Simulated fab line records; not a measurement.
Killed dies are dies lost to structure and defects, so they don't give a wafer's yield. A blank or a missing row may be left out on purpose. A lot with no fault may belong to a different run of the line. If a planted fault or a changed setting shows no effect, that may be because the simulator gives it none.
Which tool was responsible? / flow n5-finfet / Sampling: 15 lots, 45 wafers, 4 of 1938 route steps

WHAT THE GAUGES READ, wafer by wafer
The record lacks any reading of a measuring or inspecting step that a usual standard deviation could be used to judge.

WHAT TOOL EACH LOT RAN ON (gives the tool, then ch and the chambers of the sampled wafers, and finally the start)
lot=L254; N5_BEOL_M8_CMP_52=cmp-02 ch 1,2, day 9 22:56; N5_BEOL_M9_ILD_DEP_00=pecvd-04 ch 1,2, day 9 23:27; N5_BEOL_M9_PECVD_70=pecvd-04 ch 0,1,2, day 10 00:05; N5_BEOL_M9_DEVELOP_10=litho-track-02 ch 0, day 10 00:27
lot=L253; N5_BEOL_M8_CMP_52=cmp-02 ch 0,1,3, day 10 04:35; N5_BEOL_M9_ILD_DEP_00=pecvd-02 ch 0,1, day 10 05:05; N5_BEOL_M9_PECVD_70=pecvd-02 ch 0,1, day 10 05:44; N5_BEOL_M9_DEVELOP_10=litho-track-02 ch 0, day 10 07:02
lot=L255; N5_BEOL_M8_CMP_52=cmp-01 ch 2,3, day 10 22:10; N5_BEOL_M9_ILD_DEP_00=pecvd-02 ch 0,1, day 10 22:38; N5_BEOL_M9_PECVD_70=pecvd-01 ch 0,1,2, day 10 23:16; N5_BEOL_M9_DEVELOP_10=litho-track-03 ch 0, day 11 00:47
lot=L256; N5_BEOL_M8_CMP_52=cmp-03 ch 1,2,3, day 11 06:27; N5_BEOL_M9_ILD_DEP_00=pecvd-01 ch 0,2, day 11 06:54; N5_BEOL_M9_PECVD_70=pecvd-01 ch 1,2, day 11 07:32; N5_BEOL_M9_DEVELOP_10=litho-track-03 ch 0, day 11 09:35
lot=L258; N5_BEOL_M8_CMP_52=cmp-03 ch 0,1,2, day 11 10:19; N5_BEOL_M9_ILD_DEP_00=pecvd-01 ch 0,1,2, day 11 10:49; N5_BEOL_M9_PECVD_70=pecvd-01 ch 0,1, day 11 11:26; N5_BEOL_M9_DEVELOP_10=litho-track-03 ch 0, day 11 12:50
lot=L259; N5_BEOL_M8_CMP_52=cmp-02 ch 0,1,3, day 12 06:08; N5_BEOL_M9_ILD_DEP_00=pecvd-04 ch 1,2, day 12 06:35; N5_BEOL_M9_PECVD_70=pecvd-02 ch 1,2, day 12 07:14; N5_BEOL_M9_DEVELOP_10=litho-track-02 ch 0, day 12 08:02
lot=L261; N5_BEOL_M8_CMP_52=cmp-01 ch 0,2,3, day 12 06:24; N5_BEOL_M9_ILD_DEP_00=pecvd-01 ch 0,1,2, day 12 06:51; N5_BEOL_M9_PECVD_70=pecvd-01 ch 0,2, day 12 07:29; N5_BEOL_M9_DEVELOP_10=litho-track-05, day 12 08:23
lot=L262; N5_BEOL_M8_CMP_52=cmp-03 ch 1,2,3, day 12 11:54; N5_BEOL_M9_ILD_DEP_00=pecvd-02 ch 0,1,2, day 12 12:21; N5_BEOL_M9_PECVD_70=pecvd-01 ch 1,2, day 12 13:28; N5_BEOL_M9_DEVELOP_10=litho-track-05, day 12 14:15
lot=L263; N5_BEOL_M8_CMP_52=cmp-02 ch 0,2,3, day 12 20:37; N5_BEOL_M9_ILD_DEP_00=pecvd-02 ch 0,1, day 12 21:05; N5_BEOL_M9_PECVD_70=pecvd-04 ch 0,1, day 12 21:43; N5_BEOL_M9_DEVELOP_10=litho-track-03, day 12 22:44
lot=L260; N5_BEOL_M8_CMP_52=cmp-03 ch 0,2,3, day 12 21:10; N5_BEOL_M9_ILD_DEP_00=pecvd-01 ch 2, day 12 21:35; N5_BEOL_M9_PECVD_70=pecvd-01 ch 0,2, day 12 22:56; N5_BEOL_M9_DEVELOP_10=litho-track-03 ch 0, day 13 00:04
lot=L271; N5_BEOL_M8_CMP_52=cmp-03 ch 0,3, day 14 12:28; N5_BEOL_M9_ILD_DEP_00=pecvd-01 ch 0,2, day 14 12:58; N5_BEOL_M9_PECVD_70=pecvd-01 ch 0,1,2, day 14 13:35; N5_BEOL_M9_DEVELOP_10=litho-track-02 ch 0, day 14 14:20
lot=L274; N5_BEOL_M8_CMP_52=cmp-01 ch 1,2, day 14 17:47; N5_BEOL_M9_ILD_DEP_00=pecvd-04 ch 0,1, day 14 18:17; N5_BEOL_M9_PECVD_70=pecvd-04 ch 0,2, day 14 18:58; N5_BEOL_M9_DEVELOP_10=litho-track-03 ch 0, day 14 20:55
lot=L270; N5_BEOL_M8_CMP_52=cmp-03 ch 0,1,3, day 14 18:31; N5_BEOL_M9_ILD_DEP_00=pecvd-02 ch 0,1,2, day 14 18:56; N5_BEOL_M9_PECVD_70=pecvd-02 ch 1,2, day 14 19:34; N5_BEOL_M9_DEVELOP_10=litho-track-05 ch 0, day 14 21:13
lot=L273; N5_BEOL_M8_CMP_52=cmp-03 ch 0,2,3, day 15 12:23; N5_BEOL_M9_ILD_DEP_00=pecvd-02 ch 0,1,2, day 15 12:47; N5_BEOL_M9_PECVD_70=pecvd-04 ch 0,1,2, day 15 13:55; N5_BEOL_M9_DEVELOP_10=litho-track-03 ch 0, day 15 14:50
lot=L275; N5_BEOL_M8_CMP_52=cmp-03 ch 0,1,3, day 16 07:46; N5_BEOL_M9_ILD_DEP_00=pecvd-04 ch 0,1,2, day 16 08:13; N5_BEOL_M9_PECVD_70=pecvd-01 ch 0,1, day 16 09:50; N5_BEOL_M9_DEVELOP_10=litho-track-03 ch 0, day 16 12:28
- N5_BEOL_M8_CMP_52: polishes, stops on SiCOH lowk, t overpolish 6.9 s, target thk 80 nm.
- N5_BEOL_M9_ILD_DEP_00: deposits SiCOH lowk from DEMS/porogen, target thk 308.51 nm, time 58 s.
- N5_BEOL_M9_PECVD_70: deposits SiO2 from TEOS/O2, target thk 20 nm, time 22.7 s.
- N5_BEOL_M9_DEVELOP_10: develop time 30 s.

WHAT THE TOOLS THEMSELVES READ (means of the sampled wafers that have a number; where no wafer has one, the mark that the record gives instead)
N5_BEOL_M8_CMP_52.
lot=L254; tool=cmp-02; barrier-field-endpoint-s (s)=29.6; motor-current-A (A)=5.6; overpolish-run-s (s)=6.894; platen-rpm (rpm)=50.01; time-to-endpoint-s (s)=65
lot=L253; tool=cmp-02; barrier-field-endpoint-s (s)=29.5; motor-current-A (A)=6.3; overpolish-run-s (s)=6.906; platen-rpm (rpm)=49.99; time-to-endpoint-s (s)=67
lot=L255; tool=cmp-01; barrier-field-endpoint-s (s)=27.8; motor-current-A (A)=6.1; overpolish-run-s (s)=6.904; platen-rpm (rpm)=50.01; time-to-endpoint-s (s)=58
lot=L256; tool=cmp-03; barrier-field-endpoint-s (s)=28.8; motor-current-A (A)=6.2; overpolish-run-s (s)=6.901; platen-rpm (rpm)=50.04; time-to-endpoint-s (s)=61
lot=L258; tool=cmp-03; barrier-field-endpoint-s (s)=29.4; motor-current-A (A)=6.8; overpolish-run-s (s)=6.900; platen-rpm (rpm)=49.99; time-to-endpoint-s (s)=63
lot=L259; tool=cmp-02; barrier-field-endpoint-s (s)=29.6; motor-current-A (A)=6.4; overpolish-run-s (s)=6.891; platen-rpm (rpm)=50.01; time-to-endpoint-s (s)=66
lot=L261; tool=cmp-01; barrier-field-endpoint-s (s)=28.8; motor-current-A (A)=5.6; overpolish-run-s (s)=6.896; platen-rpm (rpm)=50.02; time-to-endpoint-s (s)=61
lot=L262; tool=cmp-03; barrier-field-endpoint-s (s)=28.3; motor-current-A (A)=6.0; overpolish-run-s (s)=6.890; platen-rpm (rpm)=49.99; time-to-endpoint-s (s)=57
lot=L263; tool=cmp-02; barrier-field-endpoint-s (s)=29.4; motor-current-A (A)=6.5; overpolish-run-s (s)=6.905; platen-rpm (rpm)=49.97; time-to-endpoint-s (s)=66
lot=L260; tool=cmp-03; barrier-field-endpoint-s (s)=29.6; motor-current-A (A)=6.3; overpolish-run-s (s)=6.902; platen-rpm (rpm)=50.00; time-to-endpoint-s (s)=64
lot=L271; tool=cmp-03; barrier-field-endpoint-s (s)=29.7; motor-current-A (A)=6.3; overpolish-run-s (s)=6.899; platen-rpm (rpm)=49.97; time-to-endpoint-s (s)=66
lot=L274; tool=cmp-01; barrier-field-endpoint-s (s)=28.6; motor-current-A (A)=5.7; overpolish-run-s (s)=6.900; platen-rpm (rpm)=50.01; time-to-endpoint-s (s)=62
lot=L270; tool=cmp-03; barrier-field-endpoint-s (s)=29.3; motor-current-A (A)=6.1; overpolish-run-s (s)=6.900; platen-rpm (rpm)=50.00; time-to-endpoint-s (s)=65
lot=L273; tool=cmp-03; barrier-field-endpoint-s (s)=28.4; motor-current-A (A)=6.4; overpolish-run-s (s)=6.904; platen-rpm (rpm)=50.01; time-to-endpoint-s (s)=64
lot=L275; tool=cmp-03; barrier-field-endpoint-s (s)=29.3; motor-current-A (A)=6.1; overpolish-run-s (s)=6.896; platen-rpm (rpm)=49.99; time-to-endpoint-s (s)=65

N5_BEOL_M9_ILD_DEP_00.
lot=L254; tool=pecvd-04; heater-power-w (W)=309; showerhead-plenum-p-Torr (Torr)=5.737; throttle-valve-pct (%)=13.9
lot=L253; tool=pecvd-02; heater-power-w (W)=314; showerhead-plenum-p-Torr (Torr)=5.741; throttle-valve-pct (%)=14.0
lot=L255; tool=pecvd-02; heater-power-w (W)=351; showerhead-plenum-p-Torr (Torr)=5.748; throttle-valve-pct (%)=14.0
lot=L256; tool=pecvd-01; heater-power-w (W)=345; showerhead-plenum-p-Torr (Torr)=5.755; throttle-valve-pct (%)=14.2
lot=L258; tool=pecvd-01; heater-power-w (W)=373; showerhead-plenum-p-Torr (Torr)=5.763; throttle-valve-pct (%)=14.1
lot=L259; tool=pecvd-04; heater-power-w (W)=304; showerhead-plenum-p-Torr (Torr)=5.747; throttle-valve-pct (%)=13.8
lot=L261; tool=pecvd-01; heater-power-w (W)=356; showerhead-plenum-p-Torr (Torr)=5.769; throttle-valve-pct (%)=14.0
lot=L262; tool=pecvd-02; heater-power-w (W)=361; showerhead-plenum-p-Torr (Torr)=5.739; throttle-valve-pct (%)=13.8
lot=L263; tool=pecvd-02; heater-power-w (W)=337; showerhead-plenum-p-Torr (Torr)=5.742; throttle-valve-pct (%)=14.3
lot=L260; tool=pecvd-01; heater-power-w (W)=440; showerhead-plenum-p-Torr (Torr)=5.746; throttle-valve-pct (%)=15.1
lot=L271; tool=pecvd-01; heater-power-w (W)=340; showerhead-plenum-p-Torr (Torr)=5.752; throttle-valve-pct (%)=14.3
lot=L274; tool=pecvd-04; heater-power-w (W)=282; showerhead-plenum-p-Torr (Torr)=5.742; throttle-valve-pct (%)=13.4
lot=L270; tool=pecvd-02; heater-power-w (W)=354; showerhead-plenum-p-Torr (Torr)=5.734; throttle-valve-pct (%)=13.6
lot=L273; tool=pecvd-02; heater-power-w (W)=357; showerhead-plenum-p-Torr (Torr)=5.743; throttle-valve-pct (%)=13.7
lot=L275; tool=pecvd-04; heater-power-w (W)=272; showerhead-plenum-p-Torr (Torr)=5.746; throttle-valve-pct (%)=13.3

N5_BEOL_M9_PECVD_70.
lot=L254; tool=pecvd-04; heater-power-w (W)=632; showerhead-plenum-p-Torr (Torr)=8.80; throttle-valve-pct (%)=21.9
lot=L253; tool=pecvd-02; heater-power-w (W)=765; showerhead-plenum-p-Torr (Torr)=8.80; throttle-valve-pct (%)=22.7
lot=L255; tool=pecvd-01; heater-power-w (W)=805; showerhead-plenum-p-Torr (Torr)=8.89; throttle-valve-pct (%)=22.7
lot=L256; tool=pecvd-01; heater-power-w (W)=859; showerhead-plenum-p-Torr (Torr)=8.87; throttle-valve-pct (%)=22.8
lot=L258; tool=pecvd-01; heater-power-w (W)=795; showerhead-plenum-p-Torr (Torr)=8.92; throttle-valve-pct (%)=22.2
lot=L259; tool=pecvd-02; heater-power-w (W)=814; showerhead-plenum-p-Torr (Torr)=8.70; throttle-valve-pct (%)=22.7
lot=L261; tool=pecvd-01; heater-power-w (W)=802; showerhead-plenum-p-Torr (Torr)=8.89; throttle-valve-pct (%)=22.9
lot=L262; tool=pecvd-01; heater-power-w (W)=870; showerhead-plenum-p-Torr (Torr)=8.89; throttle-valve-pct (%)=22.7
lot=L263; tool=pecvd-04; heater-power-w (W)=703; showerhead-plenum-p-Torr (Torr)=8.77; throttle-valve-pct (%)=21.5
lot=L260; tool=pecvd-01; heater-power-w (W)=885; showerhead-plenum-p-Torr (Torr)=8.84; throttle-valve-pct (%)=23.7
lot=L271; tool=pecvd-01; heater-power-w (W)=827; showerhead-plenum-p-Torr (Torr)=8.88; throttle-valve-pct (%)=23.0
lot=L274; tool=pecvd-04; heater-power-w (W)=654; showerhead-plenum-p-Torr (Torr)=8.85; throttle-valve-pct (%)=21.6
lot=L270; tool=pecvd-02; heater-power-w (W)=757; showerhead-plenum-p-Torr (Torr)=8.71; throttle-valve-pct (%)=22.6
lot=L273; tool=pecvd-04; heater-power-w (W)=697; showerhead-plenum-p-Torr (Torr)=8.82; throttle-valve-pct (%)=21.6
lot=L275; tool=pecvd-01; heater-power-w (W)=855; showerhead-plenum-p-Torr (Torr)=8.91; throttle-valve-pct (%)=22.2

N5_BEOL_M9_DEVELOP_10.
lot=L254; tool=litho-track-02; chill-plate-temp-C (C)=22.94
lot=L253; tool=litho-track-02; chill-plate-temp-C (C)=23.03
lot=L255; tool=litho-track-03; chill-plate-temp-C (C)=23.09
lot=L256; tool=litho-track-03; chill-plate-temp-C (C)=22.99
lot=L258; tool=litho-track-03; chill-plate-temp-C (C)=23.07
lot=L259; tool=litho-track-02; chill-plate-temp-C (C)=23.04
lot=L261; tool=litho-track-05; chill-plate-temp-C (C)=-
lot=L262; tool=litho-track-05; chill-plate-temp-C (C)=-
lot=L263; tool=litho-track-03; chill-plate-temp-C (C)=-
lot=L260; tool=litho-track-03; chill-plate-temp-C (C)=23.03
lot=L271; tool=litho-track-02; chill-plate-temp-C (C)=23.00
lot=L274; tool=litho-track-03; chill-plate-temp-C (C)=22.94
lot=L270; tool=litho-track-05; chill-plate-temp-C (C)=22.97
lot=L273; tool=litho-track-03; chill-plate-temp-C (C)=23.14
lot=L275; tool=litho-track-03; chill-plate-temp-C (C)=23.08

THE ANSWER, worked out from the rows above alone
Rule: the lots themselves supply what counts as usual. Put in order of their means at a reading, lots are off if they are a third of the lots or fewer, leave a main group of 4 or more, and stand apart from it by a gap of 3 or more times the standard deviation of the main group's means; of several such gaps the widest counts. A main group is skipped when, at the precision printed for the reading in the tables above, its means are all equal. Also off: a lot with no number at a reading for which 4 or more lots have one. The other lots that the step has rows for count as sound. After the gauges, taken in route order, come the tools' own readings; for these a lot's mean is taken, as printed above. The first step at which some lot is off is used, and at that step the reading that is off furthest; a lot without a number counts as furthest.
Off: L261, L262, L263 (N5_BEOL_M9_DEVELOP_10, chill-plate-temp-C). Without a number there: L261, L262, L263. For the main group the mean is 23.03 C and the standard deviation 0.059.
If a tool, at that step or one of the process steps before it, ran each lot that is off and ran no sound lot following the first of them, it fits. Not one of the candidates tried fits.

WHAT THE SIMULATOR HAD PUT IN
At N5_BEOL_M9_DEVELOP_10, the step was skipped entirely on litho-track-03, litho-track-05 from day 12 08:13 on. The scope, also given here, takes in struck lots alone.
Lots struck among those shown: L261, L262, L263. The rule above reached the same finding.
